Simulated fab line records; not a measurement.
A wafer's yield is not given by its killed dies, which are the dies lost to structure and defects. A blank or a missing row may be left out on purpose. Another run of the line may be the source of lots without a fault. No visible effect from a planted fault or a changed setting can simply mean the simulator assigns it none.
fab line records    flow nand_harc
record: lots: 13  wafers: 39  last_day: 25
route steps=1159 shown P_ZERO_WELL@14 P_STI@72 P_GATE@141 END@1159
lots untouched by any fault: they come from a run of this same line in which no faults occurred
start_h: hours from the record's opening day to when the first of the lot's shown wafers began    wait_h: hours elapsed since this lot's preceding step    " repeats the value in the row above    L1.1+2: a row that stands for several wafers    - no value present, or no start provided    * or withheld: withheld    < > ~ a bound
route shown NAME@n: a module of which the file shows steps, and the number in the route of the first    usual: average and standard deviation across the fault-free wafers    same: alike in all rows    chamber/n: place in a boat    sites: readings site by site    _std_site: their standard deviation    _edge_site: inner sites' mean taken away from outer sites' mean    radius_mm: for every site, how far away it sits from the centre of the wafer    mask NAME#n: copy n    behind: the last tool/chamber to shape the wafer    hold: why the lot was held/for how many hours/how that ended    device: transistor that didn't switch, given as n, p or np    end of line: the route-end tests of the same wafers    a step with no rows: only its recipe    killed: at the first sort, the dies lost to defects and structure; wafer yield is something else    map: shows each die of a wafer: x if killed, . if not, _ if none is there
set.NAME: the setting the step ran with; set.NAME@STEP: the setting that earlier step ran with    model.NAME: the simulator's own value behind a step, which no gauge read
route steps across a sampled set of lots; one table per step, one row per wafer
services: from which hour (start_h, from the record's first day; less than 0 if before it) a tool's chamber was out of use, for how many hours, and why
== steps ==
step: NHARC_P_ZERO_WELL_CD_MEAS_11
recipe: target_cd_nm: 500  landing_energy_ev: 500
usual: cd_nm: 499.8/1.8
lot.wafer  tool       chamber  start_h  wait_h  cd_nm
L803.1     cd_sem-01  0        13.24    -       499.3
L803.2     "          0        "        "       496.0
L803.5     "          0        "        "       498.9
L805.2     cd_sem-02  0        25.28    -       500.4
L805.3     "          0        "        "       499.8
L805.5     "          0        "        "       499.1
L806.2     cd_sem-03  0        31.31    -       501.7
L806.3     "          0        "        "       500.1
L806.5     "          0        "        "       499.5
L808.3     cd_sem-03  0        43.24    -       500.6
L808.4     "          0        "        "       497.8
L808.5     "          0        "        "       501.3
L809.1     cd_sem-03  0        49.30    -       502.0
L809.4     "          0        "        "       500.6
L809.6     "          0        "        "       500.5
L810.1     cd_sem-01  0        55.24    -       498.2
L810.5     "          0        "        "       496.2
L810.6     "          0        "        "       497.2
L812.1     cd_sem-01  0        67.41    -       496.3
L812.3     "          0        "        "       497.8
L812.4     "          0        "        "       499.1
L813.1     cd_sem-03  0        73.24    -       503.1
L813.2     "          0        "        "       502.7
L813.3     "          0        "        "       500.8
L814.1     cd_sem-02  0        79.11    -       499.4
L814.3     "          0        "        "       503.1
L814.6     "          0        "        "       503.7
L816.4     cd_sem-03  0        91.25    -       499.0
L816.5     "          0        "        "       497.8
L816.6     "          0        "        "       498.1
L817.1     cd_sem-03  0        97.24    -       498.1
L817.3     "          0        "        "       498.9
L817.5     "          0        "        "       501.0
L822.2     cd_sem-01  0        127.37   -       499.9
L822.4     "          0        "        "       499.8
L822.5     "          0        "        "       502.3
L826.3     cd_sem-01  0        151.25   -       497.7
L826.5     "          0        "        "       497.3
L826.6     "          0        "        "       500.2
step: NHARC_P_ZERO_WELL_ETCH_65
recipe: target_depth_a: 800  overetch_a: 240  time_s: 87.88  ion_energy_ev: 200  n2_flow_sccm: 150  h2_flow_sccm: 150  ar_flow_sccm: 0  rf_w: 400  bias_w: 150  chemistry: N2/H2
usual: drypump_motor_current_A: 5.6/0.56  oes_product_au: 1.003/0.011  rf_vpp_V: 430.7/2.7  showerhead_plenum_p_Torr: 2.05/0.09  throttle_valve_pct: 14.171/0.0084
same: time_s: 87.88
lot.wafer  tool         chamber  start_h  wait_h  drypump_motor_current_A  oes_product_au  rf_hours_counter_h  rf_vpp_V  showerhead_plenum_p_Torr  throttle_valve_pct
L803.2     rie_diel-07  0        13.51    0.1     5.1                      1.002           9                   433.3     2.14                      14.173
L803.1     "            1        "        "       5.4                      1.024           8                   432.8     2.08                      14.175
L803.5     "            0        "        "       5.1                      1.008           -                   431.9     2.14                      14.171
L805.2     rie_diel-01  1        25.52    0.1     6.6                      1.014           4                   431.0     2.07                      14.168
L805.3     "            0        "        "       5.8                      1.001           3                   428.8     1.98                      14.173
L805.5     "            1        "        "       6.5                      1.016           -                   431.3     2.07                      14.174
L806.2     rie_diel-07  1        31.58    0.1     5.4                      1.012           9                   430.4     2.08                      14.171
L806.3     "            2        "        "       5.4                      1.000           9                   431.9     2.10                      14.169
L806.5     "            2        "        "       5.4                      1.005           -                   432.5     2.10                      14.185
L808.3     rie_diel-07  1        43.57    0.1     5.4                      1.011           10                  431.3     2.08                      14.181
L808.5     "            3        "        "       5.2                      0.997           -                   427.1     1.94                      14.176
L808.4     "            1        "        "       5.4                      1.016           -                   430.9     2.08                      14.158
L809.1     rie_diel-01  1        49.56    0.1     6.5                      1.013           5                   431.1     2.07                      14.176
L809.4     "            2        "        "       5.2                      1.000           6                   427.3     1.90                      14.165
L809.6     "            0        "        "       5.8                      0.998           -                   429.4     1.98                      14.157
L810.1     rie_diel-01  2        55.52    0.1     5.2                      1.005           6                   425.7     1.90                      14.152
L810.6     "            0        "        "       5.9                      0.992           -                   430.5     1.98                      14.160
L810.5     "            2        "        "       5.1                      1.009           -                   427.1     1.90                      14.166
L812.4     rie_diel-07  2        67.65    0.1     5.4                      0.975           1                   431.7     2.10                      14.168
L812.1     "            0        "        "       5.0                      1.006           1                   432.9     2.14                      14.176
L812.3     "            1        "        "       5.4                      0.998           1                   430.3     2.08                      14.161
L813.2     rie_diel-07  1        73.53    0.1     5.4                      1.011           1                   430.8     2.08                      14.172
L813.1     "            3        "        "       5.2                      1.005           1                   428.2     1.94                      14.165
L813.3     "            0        "        "       5.0                      1.021           1                   433.3     2.14                      14.178
L814.1     rie_diel-03  1        79.36    0.1     4.9                      0.999           3                   430.6     2.07                      14.173
L814.3     "            3        "        "       6.3                      0.980           3                   433.8     2.17                      14.157
L814.6     "            2        "        "       6.6                      1.003           -                   427.6     1.91                      14.181
L816.4     rie_diel-07  3        91.49    0.1     5.2                      0.996           2                   427.3     1.94                      14.173
L816.5     "            2        "        "       5.4                      0.998           -                   432.1     2.10                      14.167
L816.6     "            3        "        "       5.2                      1.008           -                   428.9     1.94                      14.172
L817.3     rie_diel-03  3        97.48    0.1     6.3                      0.989           4                   435.5     2.17                      14.162
L817.1     "            0        "        "       5.3                      0.999           4                   430.1     2.04                      14.168
L817.5     "            0        "        "       5.3                      0.993           -                   431.3     2.04                      14.163
L822.4     rie_diel-03  3        127.63   0.1     6.3                      0.987           7                   432.2     2.17                      14.177
L822.2     "            1        "        "       5.0                      1.000           7                   432.8     2.07                      14.166
L822.5     "            2        "        "       6.6                      1.003           -                   427.8     1.90                      14.154
L826.3     rie_diel-03  0        151.51   0.1     5.3                      1.012           8                   431.5     2.04                      14.163
L826.6     "            1        "        "       4.9                      0.987           -                   430.4     2.07                      14.172
L826.5     "            2        "        "       6.6                      0.997           -                   426.9     1.90                      14.179
step: NHARC_P_STI_OXIDE_29
recipe: target_thk_a: 100  temp_c: 900  ox_time_s: 1362  material: SiO2
usual: tube_center_temp_C: 899.99/0.088
lot.wafer  tool        chamber  start_h  wait_h  tube_center_temp_C
L803.1     furnace-02  0        28.01    -       900.01
L803.2     "           0        "        "       900.07
L803.5     "           0        "        "       900.04
L805.2     furnace-07  0        40.27    -       899.93
L805.3     "           0        "        "       900.02
L805.5     "           0        "        "       899.97
L806.2     furnace-07  0        40.27    -       900.02
L806.3     "           0        "        "       900.16
L806.5     "           0        "        "       900.03
L808.3     furnace-02  0        53.59    -       899.99
L808.4     "           0        "        "       899.91
L808.5     "           0        "        "       900.01
L809.1     furnace-07  0        60.53    -       899.79
L809.4     "           0        "        "       899.82
L809.6     "           0        "        "       900.03
L810.1     furnace-02  0        67.73    -       899.93
L810.5     "           0        "        "       899.89
L810.6     "           0        "        "       900
L812.1     furnace-02  0        80.30    -       899.91
L812.3     "           0        "        "       900.15
L812.4     "           0        "        "       900.06
L813.1     furnace-02  0        80.30    -       899.97
L813.2     "           0        "        "       899.91
L813.3     "           0        "        "       899.95
L814.1     furnace-08  0        89.25    -       899.95
L814.3     "           0        "        "       899.81
L814.6     "           0        "        "       900.13
L814.1     furnace-08  0        97.00    4.0     899.91
L814.3     "           0        "        "       900.03
L814.6     "           0        "        "       899.91
L816.4     furnace-08  0        104.41   -       899.93
L816.5     "           0        "        "       899.91
L816.6     "           0        "        "       899.94
L817.1     furnace-08  0        104.41   -       900.12
L817.3     "           0        "        "       900.01
L817.5     "           0        "        "       899.88
L822.2     furnace-02  0        136.40   -       900.1
L822.4     "           0        "        "       899.82
L822.5     "           0        "        "       899.94
L822.2     furnace-08  0        140.60   0.5     900.01
L822.4     "           0        "        "       900.08
L822.5     "           0        "        "       900.09
L826.3     furnace-07  0        161.59   -       899.98
L826.5     "           0        "        "       899.97
L826.6     "           0        "        "       899.9
step: NHARC_P_GATE_CD_MEAS_26
recipe: target_cd_nm: 120  landing_energy_ev: 500
usual: cd_nm: 120.2/0.6
lot.wafer  tool       chamber  start_h  wait_h  cd_nm
L803.1     cd_sem-03  0        92.30    -       119.5
L803.2     "          0        "        "       120.0
L803.5     "          0        "        "       119.6
L806.2     cd_sem-03  0        108.29   -       121.1
L806.3     "          0        "        "       120.7
L806.5     "          0        "        "       121.2
L805.2     cd_sem-01  0        108.60   -       119.9
L805.3     "          0        "        "       120.9
L805.5     "          0        "        "       120.9
L808.3     cd_sem-03  0        121.93   -       120.0
L808.4     "          0        "        "       120.3
L808.5     "          0        "        "       120.4
L809.1     cd_sem-01  0        122.56   -       120.2
L809.4     "          0        "        "       119.4
L809.6     "          0        "        "       119.1
L810.1     cd_sem-03  0        129.33   -       119.9
L810.5     "          0        "        "       119.8
L810.6     "          0        "        "       119.5
L812.1     cd_sem-01  0        147.98   -       119.5
L812.3     "          0        "        "       119.5
L812.4     "          0        "        "       119.3
L813.1     cd_sem-02  0        148.50   -       119.9
L813.2     "          0        "        "       120.3
L813.3     "          0        "        "       119.9
L814.1     cd_sem-03  0        156.72   -       121.3
L814.3     "          0        "        "       120.1
L814.6     "          0        "        "       120.6
L817.1     cd_sem-02  0        170.64   -       120.2
L817.3     "          0        "        "       120.1
L817.5     "          0        "        "       119.1
L816.4     cd_sem-02  0        171.46   -       119.9
L816.5     "          0        "        "       120.9
L816.6     "          0        "        "       120.4
L822.2     cd_sem-02  0        203.57   -       120.8
L822.4     "          0        "        "       120.9
L822.5     "          0        "        "       119.9
L826.3     cd_sem-01  0        227.18   -       119.9
L826.5     "          0        "        "       119.7
L826.6     "          0        "        "       120.2
step: NHARC_END_SORT_01
recipe: temp_c: 25
usual: killed_at_array: 29/11  killed_at_other: 0.6/0.75  killed_at_periphery: 3.1/2.1  killed_dies: 32/11  killed_open: 3.0/1.8  killed_short: 1.8/1.3
same: gross_dies: 677
lot.wafer  tool       chamber  start_h  wait_h  killed_at_array  killed_at_other  killed_at_periphery  killed_dies  killed_open  killed_short
L812.1     prober-01  0        489.79   2.5     45               0                3                    48           2            2
L812.3     prober-01  0        491.37   3.1     31               1                1                    33           2            2
L812.4     prober-01  0        492.16   3.4     37               0                0                    37           2            1
killed by level:class
L812.1 A_CHANNEL_HOLE_D1:chamber_film_flake=17 A_SLIT:chamber_film_flake=14 A_CONTACT:chamber_film_flake=5 A_WL_FILL:chamber_film_flake=3 P_GATE:chamber_film_flake=2 A_CHANNEL_FILL_D1:geometric_particle:open=1 A_STAIRCASE:geometric_particle:short=1 A_WL_FILL:geometric_particle:open=1
L812.3 A_CHANNEL_HOLE_D1:chamber_film_flake=13 A_SLIT:chamber_film_flake=11 A_ONON_D1:geometric_particle:short=1 A_ONON_D1:geometric_particle:open=1 A_WL_FILL:geometric_particle:short=1 A_M0:geometric_particle:open=1 P_GATE:chamber_film_flake=1 A_CHANNEL_FILL_D1:chamber_film_flake=1
L812.4 A_SLIT:chamber_film_flake=14 A_CHANNEL_HOLE_D1:chamber_film_flake=13 A_CONTACT:chamber_film_flake=4 A_CHANNEL_FILL_D1:chamber_film_flake=2 A_ONON_D1:geometric_particle:short=1 A_ONON_D1:geometric_particle:open=1 A_CHANNEL_FILL_D1:geometric_particle:open=1 A_WL_FILL:chamber_film_flake=1
== services ==
tool         chamber  start_h  hours  kind
rie_diel-03  3        -5.11    14.9   repair
rie_diel-01  1        -3.50    6.5    repair
rie_diel-07  0        5.70     -      clean
rie_diel-07  1        5.70     -      clean
rie_diel-07  2        5.70     -      clean
rie_diel-07  3        5.70     -      clean
rie_diel-07  2        10.92    7.8    repair
rie_diel-01  0        19.28    3.9    repair
furnace-08   -        21.57    26.0   pm
rie_diel-07  0        24.71    21.0   repair
rie_diel-07  1        30.24    -      clean
rie_diel-07  2        30.24    -      clean
rie_diel-07  3        30.24    -      clean
rie_diel-07  1        37.60    2.2    repair
rie_diel-03  -        38.39    9.0    pm
rie_diel-07  3        49.39    1.6    repair
rie_diel-07  -        51.20    9.0    pm
rie_diel-07  0        51.20    9.0    vent_cycle
rie_diel-07  1        51.20    9.0    vent_cycle
rie_diel-01  1        53.12    51.3   repair
rie_diel-03  2        70.10    4.1    repair
rie_diel-03  3        90.83    2.5    repair
furnace-02   -        110.40   26.0   pm
rie_diel-01  -        138.14   9.0    pm
== key ==
first_sign: step: NHARC_P_STI_OXIDE_29  reading: visit  direction: added
effect none on later readings
met_at NHARC_P_STI_OXIDE_29
struck_lots L814,L822
tester_left_out L814,L822
not_acting_at NHARC_P_ZERO_WELL_CD_MEAS_11,NHARC_P_ZERO_WELL_ETCH_65,NHARC_P_GATE_CD_MEAS_26
fault: kind: repeated_step_whole  tool: furnace-02,furnace-07,furnace-08  chamber: -  onset_h: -  steps: NHARC_P_STI_OXIDE_29  times: 1  scope: struck_lots_only
tester_left_out: of these lots the tester's yield and bins aren't shown, on N5 and GAA mostly nor the transistor test; their killed dies are dies lost to structure and defects alone, not to doping, threshold or leakage, so they don't give the yield
